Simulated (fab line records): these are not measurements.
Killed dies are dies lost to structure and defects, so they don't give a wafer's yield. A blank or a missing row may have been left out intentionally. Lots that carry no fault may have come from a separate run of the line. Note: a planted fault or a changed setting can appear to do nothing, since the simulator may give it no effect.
What tool caused it?	flow nand harc	13 lots with 39 wafers sampled at 6 steps, on a route of 1302 steps

## WHAT THE GAUGES READ, wafer by wafer
NHARC_P_GATE_OVL_MEAS_27.
lot	measured	on	overlay x nm (nm)	overlay y nm (nm)
L286	day 5 19:46	overlay-02	1.2 0.9 0.8	0.3 -0.2 0.1
L288	day 6 12:07	overlay-01	-1.7 -0.9 -1.2	-0.4 -0.3 -1.1
L289	day 7 00:52	overlay-02	0.2 0.3 0.8	1.4 0.8 1.3
L292	day 8 10:50	overlay-01	0.5 1.2 0.5	-0.6 0.1 -0.9
L293	day 8 14:28	overlay-02	0.2 0.6 0.3	0.0 0.4 0.3
L295	day 9 15:29	overlay-01	0.6 0.6 0.2	-0.3 -1.1 -0.5
L299	day 11 05:00	overlay-02	-0.8 -0.9 -1.0	-0.7 -1.2 -0.4
L302	day 12 23:17	overlay-01	-0.4 0.4 -0.4	-0.7 -1.0 -0.8
L303	day 13 03:49	overlay-01	-0.7 -0.6 -1.2	1.0 1.3 0.4
L304	day 13 09:41	overlay-01	-0.4 -0.5 -0.8	0.8 0.1 0.8
L305	day 13 14:18	overlay-01	0.3 0.0 -0.1	0.5 0.1 0.4
L306	day 14 04:49	overlay-02	0.1 0.0 0.2	-0.8 -1.1 -1.4
L307	day 14 14:49	overlay-01	-0.6 -0.8 -0.5	0.0 0.2 -0.4

NHARC_P_GATE_CD_MEAS_46 targets a cd of 720 nm.
lot	measured	on	cd nm (nm)
L286	day 6 07:31	cd sem-02	719.9 719.2 717.9
L288	day 6 23:52	cd sem-03	717.1 719.8 720.7
L289	day 7 12:37	cd sem-03	722.1 721.5 718.7
L292	day 8 22:46	cd sem-02	- - -
L293	day 9 02:18	cd sem-03	720.1 721.0 720.5
L295	day 10 03:21	cd sem-01	721.1 720.7 719.3
L299	day 11 16:49	cd sem-03	720.1 716.8 719.4
L302	day 13 11:09	cd sem-01	718.3 716.7 717.0
L303	day 13 15:43	cd sem-02	718.3 720.2 721.0
L304	day 13 21:30	cd sem-01	719.1 720.6 720.8
L305	day 14 02:04	cd sem-01	721.3 721.9 722.5
L306	day 14 16:46	cd sem-02	721.0 721.5 721.0
L307	day 15 02:34	cd sem-02	722.9 722.8 721.3

NHARC_END_SORT_01.
lot	measured	on	killed at array	killed at other	killed at periphery	killed dies	killed open	killed short
L286	day 25 02:03	prober-02	31 26 22	0 0 0	2 6 2	33 32 24	3 5 3	1 2 1
L292	day 27 06:42	prober-01	72 63 75	5 0 0	600 614 602	677 677 677	6 1 5	3 2 6
L295	day 29 02:29	prober-02	72 79 66	3 2 4	1 5 5	76 86 75	0 5 3	0 1 2
L299	day 30 19:30	prober-02	48 52 55	1 3 4	4 7 4	53 62 63	3 3 2	6 2 2
L302	day 32 23:27	prober-02	43 49 44	2 3 2	13 12 12	58 64 58	6 2 4	3 1 0
L303	day 32 19:46	prober-01	54 58 64	1 0 0	0 6 3	55 64 67	3 2 3	2 3 4
L304	day 32 09:47	prober-01	53 45 44	0 1 0	6 3 4	59 49 48	5 11 3	4 2 4

## TOOL THAT RAN EACH LOT (tool first, then ch and the chambers of the sampled wafers, then the start)
lot	NHARC_P_GATE_HM_DEP_102	NHARC_P_GATE_EXPOSE_43	NHARC_P_GATE_STRIP_75
L286	acl dep-02 ch 0, day 5 18:26	krf scanner-02 ch 0, day 6 07:22	plasma asher-02 ch 1, day 6 08:22
L288	acl dep-03 ch 0, day 6 10:47	krf scanner-04 ch 0, day 6 23:43	plasma asher-01 ch 0,1, day 7 00:43
L289	acl dep-01 ch 0, day 6 23:38	krf scanner-04 ch 0, day 7 12:28	plasma asher-01 ch 0, day 7 13:33
L292	acl dep-02 ch 0, day 8 09:31	krf scanner-02 ch 0, day 8 22:37	plasma asher-02 ch 0,1, day 8 23:36
L293	acl dep-02 ch 0, day 8 13:08	krf scanner-04 ch 0, day 9 02:09	plasma asher-02 ch 0,1, day 9 03:09
L295	acl dep-01 ch 0, day 9 14:17	krf scanner-03 ch 0, day 10 03:11	plasma asher-01 ch 0,1, day 10 04:11
L299	acl dep-02 ch 0, day 11 03:39	krf scanner-03 ch 0, day 11 16:40	plasma asher-01 ch 1, day 11 17:50
L302	acl dep-01 ch 0, day 12 22:11	krf scanner-03 ch 0, day 13 11:01	plasma asher-02 ch 0,1, day 13 12:01
L303	acl dep-01 ch 0, day 13 02:29	krf scanner-02 ch 0, day 13 15:34	plasma asher-01 ch 0,1, day 13 16:33
L304	acl dep-01 ch 0, day 13 08:22	krf scanner-04 ch 0, day 13 21:20	plasma asher-02 ch 0,1, day 13 22:20
L305	acl dep-01 ch 0, day 13 12:50	krf scanner-04 ch 0, day 14 01:55	plasma asher-02 ch 0,1, day 14 02:54
L306	acl dep-01 ch 0, day 14 03:22	krf scanner-03 ch 0, day 14 16:37	plasma asher-02 ch 0,1, day 14 17:37
L307	acl dep-02 ch 0, day 14 13:31	krf scanner-03 ch 0, day 15 02:25	plasma asher-02 ch 1, day 15 04:31
- NHARC_P_GATE_HM_DEP_102: deposits aC, target thk 120 nm.
- NHARC_P_GATE_EXPOSE_43: exposes mask P NSD, target cd 720 nm.
- NHARC_P_GATE_STRIP_75: strips in O2.

## WHAT THE TOOLS THEMSELVES READ (means of the sampled wafers that have a number; where no wafer has one, the mark that the record gives instead)
NHARC_P_GATE_HM_DEP_102.
lot	tool	susceptor temp C (C)	throttle valve pct (%)
L286	acl dep-02	-	34.999
L288	acl dep-03	399.75	34.999
L289	acl dep-01	400.06	34.999
L292	acl dep-02	400.31	34.998
L293	acl dep-02	400.22	34.998
L295	acl dep-01	400.03	34.997
L299	acl dep-02	400.19	34.999
L302	acl dep-01	400.02	34.992
L303	acl dep-01	399.96	35.002
L304	acl dep-01	400.04	34.997
L305	acl dep-01	399.86	35.002
L306	acl dep-01	400.30	34.998
L307	acl dep-02	-	35.003

NHARC_P_GATE_STRIP_75.
lot	tool	drypump motor current A (A)	heater power w (W)	rf refl power W (W)
L286	plasma asher-02	4.8	260	17
L288	plasma asher-01	5.5	338	12
L289	plasma asher-01	5.3	406	12
L292	plasma asher-02	5.3	295	19
L293	plasma asher-02	5.2	299	18
L295	plasma asher-01	5.5	347	11
L299	plasma asher-01	5.7	311	11
L302	plasma asher-02	5.0	282	17
L303	plasma asher-01	5.5	344	12
L304	plasma asher-02	5.2	297	19
L305	plasma asher-02	5.3	299	18
L306	plasma asher-02	5.2	300	18
L307	plasma asher-02	4.8	266	16

## THE ANSWER, worked out from the rows above alone
Rule: the usual values come from the lots themselves. The widest of any qualifying gaps counts: lots, ordered by their means at a reading, are off when they make up no more than a third of the lots, leave a main group of 4 or more, and stand apart from it by 3 or more times the standard deviation of that group's means. Not used: any main group whose means are identical at the precision the tables above print for the reading. Also off: a lot with no number at a reading for which 4 or more lots have one. Any other lot the step has rows for is counted as sound. The gauges are gone through in route order, then the tools' own readings, and for those a lot's mean is taken as printed above. At the first step where some lot is off, the reading lying furthest off is the one used; lots without a number count as furthest.
Off, at NHARC_P_GATE_CD_MEAS_46 on cd nm: L292. Without a number there: L292. The main group: mean 720.1 nm, standard deviation 1.3.
A tool fits if, at a process step before that reading, it ran every lot that is off, and no sound lot after the first of them. The gauges at NHARC_P_GATE_CD_MEAS_46 aren't tried: what is off there is off at NHARC_END_SORT_01 too, on other tools, and a gauge's error can't cause that. None of those tried fits.

## WHAT WAS PUT IN BY THE SIMULATOR
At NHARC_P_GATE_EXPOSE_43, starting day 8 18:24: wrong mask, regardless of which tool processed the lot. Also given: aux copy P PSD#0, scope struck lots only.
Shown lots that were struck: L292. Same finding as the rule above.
